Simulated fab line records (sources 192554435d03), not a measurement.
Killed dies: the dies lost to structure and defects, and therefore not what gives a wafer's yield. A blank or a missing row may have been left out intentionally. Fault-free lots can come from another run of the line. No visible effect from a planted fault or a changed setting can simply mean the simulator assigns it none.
Chamber matching + flow n5Finfet + N5_STI_FIN_REVEAL_STRIP_24 on rieDiel-01: 4 sister chambers
The step strips in N2/H2, time 90 s. 8 wafers are shown with their chamber, then 11 later ones without.

EACH WAFER AND ITS CHAMBER
| wafer  | chamber | drypumpMotorCurrentA (A) | showerheadPlenumPTorr (Torr) |
|--------|---------|--------------------------|------------------------------|
| L081.2 | 3       | 5.1                      | 3.32                         |
| L083.1 | 0       | 6.8                      | 3.37                         |
| L084.1 | 0       | 6.8                      | 3.37                         |
| L084.3 | 3       | 5.1                      | 3.32                         |
| L084.6 | 1       | 6.1                      | 3.57                         |
| L088.3 | 1       | 6.2                      | 3.56                         |
| L088.6 | 2       | 4.9                      | 3.24                         |
| L091.1 | 2       | 4.9                      | 3.24                         |

WAFERS WHOSE CHAMBER IS MISSING
| wafer  | drypumpMotorCurrentA (A) | showerheadPlenumPTorr (Torr) |
|--------|--------------------------|------------------------------|
| L091.5 | 6.8                      | 3.36                         |
| L091.6 | 5.1                      | 3.31                         |
| L093.2 | 4.9                      | 3.24                         |
| L093.4 | 6.1                      | 3.56                         |
| L093.5 | 5.1                      | 3.31                         |
| L096.2 | 4.9                      | 3.23                         |
| L096.4 | 4.9                      | 3.23                         |
| L096.6 | 6.8                      | 3.36                         |
| L097.4 | 6.1                      | 3.55                         |
| L097.5 | 6.8                      | 3.35                         |
| L097.6 | 5.1                      | 3.31                         |

WHICH CHAMBER EACH ONE RAN IN
| wafer  | from the rows above | in truth |
|--------|---------------------|----------|
| L091.5 | 0                   | 0        |
| L091.6 | 3                   | 3        |
| L093.2 | 2                   | 2        |
| L093.4 | 1                   | 1        |
| L093.5 | 3                   | 3        |
| L096.2 | 2                   | 2        |
| L096.4 | 2                   | 2        |
| L096.6 | 0                   | 0        |
| L097.4 | 1                   | 1        |
| L097.5 | 0                   | 0        |
| L097.6 | 3                   | 3        |
Correct placement for 11 of the 11. Can't be placed from these rows: 0. Wrongly placed: 0.
How it was worked out, from the rows above alone: a wafer's distance from a chamber is the root of the sum, over the readings, of the square of ((its reading less the chamber's mean) divided by the reading's scatter). If the next closest chamber is less than 2 further off than the closest, the wafer can't be placed; otherwise it belongs to the closest. Each chamber's mean is taken over the wafers shown for it. How the scatter is found: for the shown wafers, subtract from each reading the mean of its chamber, square and add these, divide the total by (wafers less chambers), then take the root.
